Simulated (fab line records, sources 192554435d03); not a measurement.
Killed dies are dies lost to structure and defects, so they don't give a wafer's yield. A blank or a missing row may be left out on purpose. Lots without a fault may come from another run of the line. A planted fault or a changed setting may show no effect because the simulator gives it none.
Which tool did it? | flow n5_finfet | 8 lots, 24 wafers sampled, at 4 steps of a route of 1938

WHAT THE GAUGES READ, wafer by wafer
N5_SD_EPI_P_INSPECT_26: inspects for defects (darkfield).
lot  | measured    | on                | raw_defect_count
L804 | day 4 08:41 | defect_inspect-02 | 209 199 194
L806 | day 5 01:39 | defect_inspect-02 | 174 148 143
L807 | day 5 09:10 | defect_inspect-01 | 192 198 194
L809 | day 5 16:12 | defect_inspect-01 | 165 245 169
L814 | day 7 00:23 | defect_inspect-02 | 98 149 129
L820 | day 8 08:28 | defect_inspect-02 | 107 109 107
L821 | day 8 16:56 | defect_inspect-02 | 171 494 434
L823 | day 9 08:05 | defect_inspect-02 | 123 137 143

WHICH TOOL RAN EACH LOT (tool, then ch and the chambers of the sampled wafers, then the start)
lot  | N5_SD_EPI_P_ETCH_36               | N5_SD_EPI_P_ETCH_47               | N5_SD_EPI_P_STRIP_40
L804 | rie_diel-02 ch 0,1, day 4 05:01   | rie_diel-02 ch 0,1, day 4 05:29   | plasma_asher-02 ch 0,1, day 4 05:50
L806 | rie_diel-03 ch 1,2,3, day 4 21:56 | rie_diel-03 ch 1,2,3, day 4 22:25 | plasma_asher-01 ch 0,1, day 4 22:44
L807 | rie_diel-02 ch 1,2,3, day 5 04:39 | rie_diel-02 ch 1,2,3, day 5 05:08 | plasma_asher-02 ch 0,1, day 5 05:27
L809 | rie_diel-03 ch 2,3, day 5 12:29   | rie_diel-03 ch 2,3, day 5 12:58   | plasma_asher-02 ch 0, day 5 13:17
L814 | rie_diel-06 ch 2,3, day 6 20:41   | rie_diel-06 ch 2,3, day 6 21:10   | plasma_asher-01 ch 0,1, day 6 21:29
L820 | rie_diel-02 ch 1,2,3, day 8 04:39 | rie_diel-02 ch 1,2,3, day 8 05:08 | plasma_asher-02 ch 0,1, day 8 05:27
L821 | rie_diel-03 ch 0,2, day 8 13:16   | rie_diel-03 ch 0,2, day 8 13:44   | plasma_asher-01 ch 0,1, day 8 14:04
L823 | rie_diel-06 ch 0,3, day 9 04:25   | rie_diel-06 ch 0,3, day 9 04:53   | plasma_asher-02 ch 0,1, day 9 05:12
- N5_SD_EPI_P_ETCH_36: etches SiARC in CF4, target depth 45.5 nm, time 75.8 s.
- N5_SD_EPI_P_ETCH_47: etches SiOCN in CH3F/O2, target depth 25 nm.
- N5_SD_EPI_P_STRIP_40: strips in N2/H2.

THE ANSWER, worked out from the rows above alone
Rule: what is usual is taken from the lots themselves. Put in order of their means at a reading, lots are off if they are a third of the lots or fewer, leave a main group of 4 or more, and stand apart from it by a gap of 3 or more times the standard deviation of the main group's means; of several such gaps the widest counts. A main group whose means are all the same, to the digits that the tables above print for the reading, isn't used. A lot without any number at a reading at which 4 lots or more have one is off too. The other lots that the step has rows for count as sound.
Off: L821, at N5_SD_EPI_P_INSPECT_26 (raw_defect_count). The main group: mean 159, standard deviation 35.
A tool fits if, at a process step before that reading, it ran every lot that is off, and no sound lot after the first of them. The gauges at N5_SD_EPI_P_INSPECT_26 are tried like those tools. Can't be told from this: 2 tools fit, rie_diel-03 at N5_SD_EPI_P_ETCH_36 and N5_SD_EPI_P_ETCH_47, plasma_asher-01 at N5_SD_EPI_P_STRIP_40.

WHAT THE SIMULATOR HAD PUT IN
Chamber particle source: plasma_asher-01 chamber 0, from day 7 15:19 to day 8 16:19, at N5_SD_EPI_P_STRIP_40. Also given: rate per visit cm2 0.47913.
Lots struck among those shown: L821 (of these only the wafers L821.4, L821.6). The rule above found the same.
